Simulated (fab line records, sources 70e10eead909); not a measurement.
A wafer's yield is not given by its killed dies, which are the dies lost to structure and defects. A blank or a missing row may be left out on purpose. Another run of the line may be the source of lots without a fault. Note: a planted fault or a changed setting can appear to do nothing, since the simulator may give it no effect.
Matching of chambers :: flow nand harc :: 4 sister chambers for NHARC_A_M0_CMP_23 on cmp-01
The step polishes, t overpolish 20 s, target thk 113.75 nm. 8 wafers are shown with their chamber, then 11 later ones without.

== WAFERS, EACH WITH ITS CHAMBER ==
wafer: L077.2
chamber: 2
motor current A (A): 11.9
time to endpoint s (s): 30.4

wafer: L078.2
chamber: 1
motor current A (A): 12.4
time to endpoint s (s): 29.0

wafer: L086.2
chamber: 3
motor current A (A): 10.3
time to endpoint s (s): 28.7

wafer: L086.6
chamber: 0
motor current A (A): 13.4
time to endpoint s (s): 26.6

wafer: L089.1
chamber: 0
motor current A (A): 12.9
time to endpoint s (s): 27.5

wafer: L089.3
chamber: 1
motor current A (A): 12.0
time to endpoint s (s): 27.3

wafer: L089.4
chamber: 2
motor current A (A): 12.0
time to endpoint s (s): 32.7

wafer: L087.1
chamber: 3
motor current A (A): 10.5
time to endpoint s (s): 25.6

== WAFERS WITH NO CHAMBER GIVEN ==
wafer: L087.5
motor current A (A): 12.1
time to endpoint s (s): 26.4

wafer: L087.6
motor current A (A): 13.2
time to endpoint s (s): 26.0

wafer: L088.4
motor current A (A): 11.8
time to endpoint s (s): 26.4

wafer: L088.5
motor current A (A): 13.4
time to endpoint s (s): 27.0

wafer: L088.6
motor current A (A): 11.9
time to endpoint s (s): 28.3

wafer: L095.1
motor current A (A): 13.0
time to endpoint s (s): 25.2

wafer: L095.4
motor current A (A): 12.1
time to endpoint s (s): 28.6

wafer: L095.5
motor current A (A): 10.6
time to endpoint s (s): 28.0

wafer: L096.1
motor current A (A): 10.7
time to endpoint s (s): 31.0

wafer: L096.3
motor current A (A): 12.1
time to endpoint s (s): 32.6

wafer: L096.4
motor current A (A): 12.5
time to endpoint s (s): 33.3

== EACH ONE'S CHAMBER ==
wafer: L087.5
from the rows above: 1
in truth: 1

wafer: L087.6
from the rows above: 0
in truth: 0

wafer: L088.4
from the rows above: can't be placed: 1 or 2
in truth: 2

wafer: L088.5
from the rows above: 0
in truth: 0

wafer: L088.6
from the rows above: can't be placed: 1 or 2
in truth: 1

wafer: L095.1
from the rows above: 0
in truth: 0

wafer: L095.4
from the rows above: can't be placed: 1 or 2
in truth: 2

wafer: L095.5
from the rows above: 3
in truth: 3

wafer: L096.1
from the rows above: 3
in truth: 3

wafer: L096.3
from the rows above: 2
in truth: 2

wafer: L096.4
from the rows above: can't be placed: 2 or 1
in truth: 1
7 of 11 placed correctly. Cannot be placed on the basis of these rows: 4; the candidates contain the true chamber in 4. Number placed wrongly: 0.
How it was worked out, from the rows above alone: a wafer's distance from a chamber is the root of the sum, over the readings, of the square of ((its reading less the chamber's mean) divided by the reading's scatter). The wafer belongs to the nearest chamber; if the next one is less than 2 further off, it can't be placed. The mean given for a chamber averages the wafers shown for that chamber. The scatter: the root of (the sum of the squares of (reading less its chamber's mean) over the shown wafers, divided by (wafers less chambers)).
